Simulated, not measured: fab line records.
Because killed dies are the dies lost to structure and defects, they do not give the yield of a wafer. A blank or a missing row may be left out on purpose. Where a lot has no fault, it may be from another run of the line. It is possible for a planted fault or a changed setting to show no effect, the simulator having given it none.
fab line records	flow n5Finfet
record lots=14	wafers=40	lastDay=17
route steps=1938 shown HKMG_FIN@462 GATE_CUT@466
lots with no fault: from the same line, run without faults
startH: hours from the record's opening day to when the first of the lot's shown wafers began	waitH: how many hours have passed since the lot's step before this one	" identical to the entry in the row above	L1.1+2: a row that stands for several wafers	- either no value or no given start	* or withheld: withheld	< > ~ a bound
route shown NAME@n: names a module that has steps shown in the file, with the first one's number in the route	usual: the fault-free wafers' mean and standard deviation	same: alike in all rows	chamber/n: place in a boat	sites: the reading at each site	_std_site: the values' standard deviation	_edge_site: mean of outer sites minus mean of inner sites	radiusMm: for every site, how far away it sits from the centre of the wafer	mask NAME#n: copy n	behind: tool/chamber where the wafer was last shaped	hold: the reason the lot was held/the length of the hold in hours/how it ended	device: transistor that didn't switch, given as n, p or np	end of line: tests run on the same wafers once the route is complete	where a step has no rows: the recipe by itself	killed: dies lost to structure and defects at the first sort, not the wafer's yield	map: per-die view of a wafer (x killed, . not killed, _ where there is no die)
set.NAME: the setting as run; set.NAME@STEP: as run at that earlier step	model.NAME: the simulator's own value behind a step, which no gauge read
a sample of lots followed through the steps of the route, with each step as a table and each wafer as a row
services: from which hour (startH, from the record's first day; less than 0 if before it) a tool's chamber was out of use, for how many hours, and why
## steps
# step N5_HKMG_FIN_CMP_94
# recipe stopOn=SiNx	postCmpClean=wDiluteNh4oh	tOverpolishS=4.7	downForcePsi=4	platenRpm=50.289	padVelocityMS=1.0006	targetThkNm=43.299
# usual motorCurrentA=12.0/1.3
lot.wafer	tool	chamber	startH	waitH	motorCurrentA
L395.4	cmp-02	3	78.51	0.4	11.7
L395.3	"	1	"	"	13.2
L395.2	"	2	"	"	11.9
L396.3	cmp-02	3	85.50	0.4	11.5
L396.5	"	0	"	"	10.8
L397.2	cmp-02	1	90.71	0.3	12.5
L397.1	"	2	"	"	11.9
L397.5	"	1	"	"	12.0
L398.3	cmp-03	1	95.68	0.4	12.0
L398.2	"	2	"	"	12.9
L398.1	"	3	"	"	13.5
L399.3	cmp-02	1	107.38	0.3	12.2
L399.6	"	3	"	"	11.8
L399.5	"	0	"	"	10.1
L408.3	cmp-02	2	158.50	0.3	12.2
L408.2	"	3	"	"	11.9
L409.2	cmp-03	1	164.04	0.2	11.5
L409.5	"	2	"	"	13.3
L409.6	"	3	"	"	13.1
L410.3	cmp-03	2	169.88	0.4	13.1
L410.2	"	1	"	"	12.0
L410.6	"	2	"	"	13.3
L411.2	cmp-04	3	176.36	0.4	8.8
L411.3	"	0	"	"	11.3
L411.1	"	2	"	"	13.5
L412.4	cmp-02	0	181.55	0.4	10.7
L412.2	"	3	"	"	11.7
L412.5	"	1	"	"	12.9
L413.4	cmp-03	2	188.52	0.3	13.4
L413.1	"	0	"	"	12.7
L413.6	"	1	"	"	11.7
L415.1	cmp-03	2	200.59	0.4	13.8
L415.2	"	3	"	"	12.7
L415.5	"	3	"	"	13.3
L416.2	cmp-04	0	206.53	0.3	11.2
L416.3	"	2	"	"	12.7
L416.5	"	0	"	"	11.3
L418.3	cmp-03	0	220.43	0.3	13.9
L418.2	"	1	"	"	12.0
L418.6	"	2	"	"	13.3
# step N5_GATE_CUT_ETCH_56
# recipe chemistry=Cl2/Ar	target=TiN	targetDepthA=216	pressureMtorr=10	icpW=600	biasW=60	Cl2_flow_sccm=40	Ar_flow_sccm=60
# usual drypumpMotorCurrentA=5.9/0.35	mfcCl2Sccm=40.01/0.13	oesProductAu=0.77/0.13	throttleValvePct=20.88/0.27
lot.wafer	tool	chamber	startH	waitH	drypumpMotorCurrentA	mfcCl2Sccm	oesProductAu	rfHoursCounterH	throttleValvePct
L395.2	rieMetal-03	1	78.89	0.1	5.5	39.88	0.75	61	20.91
L395.3	"	0	"	"	5.7	39.88	0.63	-	21.06
L395.4	"	1	"	"	5.5	40.10	0.76	-	20.89
L396.3	rieMetal-02	0	85.91	0.1	6.3	39.86	0.58	-	21.29
L396.5	"	1	"	"	6.5	40.15	0.75	-	20.83
L397.1	rieMetal-01	0	91.07	0.1	5.7	40.30	1.00	1	20.30
L397.2	"	1	"	"	6.0	39.91	0.91	11	21.02
L397.5	"	1	"	"	6.1	40.02	0.90	-	21.03
L398.1	rieMetal-03	1	96.07	0.1	5.5	39.87	0.75	62	20.90
L398.2	"	0	"	"	5.7	39.79	0.63	115	21.06
L398.3	"	0	"	"	5.7	39.91	0.63	-	21.06
L399.3	rieMetal-02	1	107.73	0.1	6.5	40.02	0.75	-	20.85
L399.5	"	0	"	"	6.3	40.13	0.58	-	21.32
L399.6	"	1	"	"	6.5	39.97	0.74	-	20.84
L408.2	rieMetal-01	1	158.83	0.1	6.1	40.14	0.89	16	21.04
L408.3	"	0	"	"	5.7	39.98	0.93	-	20.33
L409.2	rieMetal-03	0	164.34	0.1	5.7	40.03	0.63	121	21.07
L409.5	"	1	"	"	5.5	39.93	0.73	-	20.93
L409.6	"	0	"	"	5.7	40.01	0.62	-	21.09
L410.2	rieMetal-03	0	170.27	0.1	5.7	39.91	0.63	122	21.07
L410.3	"	1	"	"	5.5	39.96	0.73	-	20.93
L410.6	"	0	"	"	5.7	39.86	0.62	-	21.10
L411.1	rieMetal-01	1	176.75	0.1	6.1	39.91	0.88	18	21.02
L411.2	"	0	"	"	5.7	40.09	0.93	7	20.33
L411.3	"	0	"	"	5.7	40.04	0.93	-	20.34
L412.2	rieMetal-03	0	181.94	0.1	5.6	39.99	0.62	123	21.10
L412.4	"	0	"	"	5.7	39.99	0.62	-	21.08
L412.5	"	0	"	"	5.7	40.14	0.62	-	21.08
L413.1	rieMetal-03	1	188.88	0.1	5.5	39.98	0.73	70	20.94
L413.4	"	0	"	"	5.7	40.04	0.62	-	21.07
L413.6	"	0	"	"	5.7	40.11	0.62	-	21.08
L415.1	rieMetal-02	0	200.97	0.1	6.3	39.93	0.87	10	20.90
L415.2	"	1	"	"	6.5	39.99	0.72	76	20.87
L415.5	"	1	"	"	6.5	40.05	0.71	-	20.87
L416.2	rieMetal-03	0	206.89	0.1	5.6	40.09	0.62	125	21.06
L416.3	"	1	"	"	5.5	39.97	0.73	-	20.91
L416.5	"	0	"	"	5.6	40.10	0.63	-	21.08
L418.2	rieMetal-01	0	220.76	0.1	5.8	39.91	0.91	11	20.33
L418.3	"	0	"	"	5.7	40.07	0.90	-	20.33
L418.6	"	1	"	"	6.0	40.17	0.87	-	21.04
# step N5_GATE_CUT_VAPOR_ETCH_60
# recipe chemistry=BCl3/Cl2	target=HfO2	mode=isotropic
# usual drypumpMotorCurrentA=5.9/0.35	oesProductAu=0.77/0.12
lot.wafer	tool	chamber	startH	waitH	drypumpMotorCurrentA	oesProductAu
L395.2	rieMetal-03	1	79.01	0.0	5.5	0.76
L395.3	"	0	"	"	5.6	0.65
L395.4	"	1	"	"	5.5	0.75
L396.3	rieMetal-02	0	86.01	0.0	6.3	0.58
L396.5	"	1	"	"	6.5	0.74
L397.1	rieMetal-01	0	91.19	0.0	5.7	0.98
L397.2	"	1	"	"	6.1	0.90
L397.5	"	1	"	"	6.1	0.90
L398.1	rieMetal-03	1	96.19	0.0	5.5	0.75
L398.2	"	0	"	"	5.7	0.63
L398.3	"	0	"	"	5.7	0.64
L399.3	rieMetal-02	1	107.83	0.0	6.5	0.74
L399.5	"	0	"	"	6.3	0.58
L399.6	"	1	"	"	6.5	0.74
L408.2	rieMetal-01	1	158.95	0.0	6.1	0.87
L408.3	"	0	"	"	5.7	0.94
L409.2	rieMetal-03	0	164.46	0.0	5.6	0.63
L409.5	"	1	"	"	5.5	0.74
L409.6	"	0	"	"	5.6	0.63
L410.2	rieMetal-03	0	170.39	0.0	5.7	0.64
L410.3	"	1	"	"	5.5	0.73
L410.6	"	0	"	"	5.7	0.64
L411.1	rieMetal-01	1	176.87	0.0	6.1	0.87
L411.2	"	0	"	"	5.7	0.91
L411.3	"	0	"	"	5.7	0.92
L412.2	rieMetal-03	0	182.06	0.0	5.7	0.63
L412.4	"	0	"	"	5.7	0.63
L412.5	"	0	"	"	5.7	0.64
L413.1	rieMetal-03	1	189.00	0.0	5.5	0.73
L413.4	"	0	"	"	5.7	0.63
L413.6	"	0	"	"	5.7	0.63
L415.1	rieMetal-02	0	201.09	0.0	6.3	0.90
L415.2	"	1	"	"	6.5	0.72
L415.5	"	1	"	"	6.5	0.72
L416.2	rieMetal-03	0	207.01	0.0	5.7	0.63
L416.3	"	1	"	"	5.5	0.73
L416.5	"	0	"	"	5.7	0.63
L418.2	rieMetal-01	0	220.88	0.0	5.7	0.90
L418.3	"	0	"	"	5.7	0.90
L418.6	"	1	"	"	6.1	0.85
# step N5_GATE_CUT_PEB_11
# recipe pebTempC=100	pebTimeS=60	resist=CAR-EUV
# usual chillPlateTempC=22.98/0.098	exhaustPa=45.0/0.86
lot.wafer	tool	chamber	startH	waitH	chillPlateTempC	exhaustPa
L395.2	lithoTrack-02	0	82.46	0.1	23.05	45.1
L395.3	"	0	"	"	22.98	45.2
L395.4	"	0	"	"	22.96	46.8
L396.3	lithoTrack-05	0	89.46	0.0	22.84	44.7
L396.5	"	0	"	"	23.07	44.4
L397.1	lithoTrack-02	0	95.00	0.1	23.06	43.9
L397.2	"	0	"	"	23.15	46.1
L397.5	"	0	"	"	23.12	46.3
L398.1	lithoTrack-04	-	104.14	0.1	-	-
L398.2	"	-	"	"	-	-
L398.3	"	-	"	"	-	-
L399.3	lithoTrack-04	-	111.21	0.0	-	-
L399.5	"	-	"	"	-	-
L399.6	"	-	"	"	-	-
L408.2	lithoTrack-04	0	163.64	0.1	23.06	44.8
L408.3	"	0	"	"	22.90	43.6
L409.2	lithoTrack-04	0	169.01	0.1	23.01	44.7
L409.5	"	0	"	"	22.99	45.5
L409.6	"	0	"	"	22.94	44.6
L410.2	lithoTrack-04	0	173.99	0.1	22.81	43.6
L410.3	"	0	"	"	22.75	45.4
L410.6	"	0	"	"	22.92	43.3
L411.1	lithoTrack-04	0	180.13	0.1	22.90	44.3
L411.2	"	0	"	"	23.01	43.7
L411.3	"	0	"	"	23.01	44.4
L412.2	lithoTrack-05	0	185.60	0.1	22.95	44.9
L412.4	"	0	"	"	23.02	45.4
L412.5	"	0	"	"	22.90	45.0
L413.1	lithoTrack-04	0	193.08	0.1	23.09	45.8
L413.4	"	0	"	"	23.09	45.4
L413.6	"	0	"	"	23.08	46.0
L415.1	lithoTrack-05	0	204.38	0.1	22.99	45.0
L415.2	"	0	"	"	22.95	46.4
L415.5	"	0	"	"	23.06	45.6
L416.2	lithoTrack-05	0	210.25	0.1	22.99	45.2
L416.3	"	0	"	"	22.94	45.8
L416.5	"	0	"	"	23.07	45.5
L418.2	lithoTrack-05	0	225.03	0.1	22.89	44.8
L418.3	"	0	"	"	23.02	44.6
L418.6	"	0	"	"	23.23	44.3
## services
tool	chamber	startH	hours	kind
rieMetal-01	0	59.84	-	clean
rieMetal-01	0	59.84	21.8	scheduledDown
rieMetal-01	0	59.84	21.8	ventCycle
rieMetal-03	0	65.83	10.6	repair
cmp-03	-	71.24	4.3	repair
rieMetal-03	1	84.71	4.5	repair
cmp-03	-	96.44	0.5	repair
rieMetal-01	-	99.24	14.6	pm
cmp-02	-	102.12	2.7	repair
rieMetal-02	0	113.85	-	clean
rieMetal-02	0	113.85	18.5	scheduledDown
rieMetal-02	0	113.85	18.5	ventCycle
rieMetal-01	-	114.03	1.3	repair
cmp-02	-	119.96	2.1	repair
cmp-02	-	135.25	4.0	pm
cmp-02	-	139.25	-	consumableReplace:conditioner
cmp-02	-	139.25	-	consumableReplace:pad
rieMetal-02	1	140.89	24.9	repair
lithoTrack-02	-	142.92	-	consumableReplace:filter
cmp-04	-	159.73	1.9	repair
rieMetal-02	-	177.85	0.3	repair
rieMetal-01	0	188.31	14.9	repair
cmp-02	-	199.17	2.7	repair
cmp-03	-	222.36	9.7	pm
## key
firstSign step=N5_GATE_CUT_PEB_11	reading=toolRecord	direction=missing
effect none on later readings
metAt N5_GATE_CUT_PEB_11
struckLots L398,L399
laterRowsLeftOut L398.1,L398.2,L398.3,L399.3,L399.5,L399.6
sortLeftOut L398.1,L398.2,L398.3,L399.3,L399.5,L399.6
notActingAt N5_HKMG_FIN_CMP_94,N5_GATE_CUT_ETCH_56,N5_GATE_CUT_VAPOR_ETCH_60
fault kind=skippedStepWhole	tool=lithoTrack-04	chamber=-	onsetH=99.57	steps=N5_GATE_CUT_PEB_11	scope=struckLotsOnly
# sortLeftOut: the simulated sort isn't trusted on such a fault, so these wafers' sort isn't shown, and their yield isn't known
# laterRowsLeftOut: the simulator's readings of these wafers behind a module that went badly wrong aren't trusted and aren't shown, but for the sort
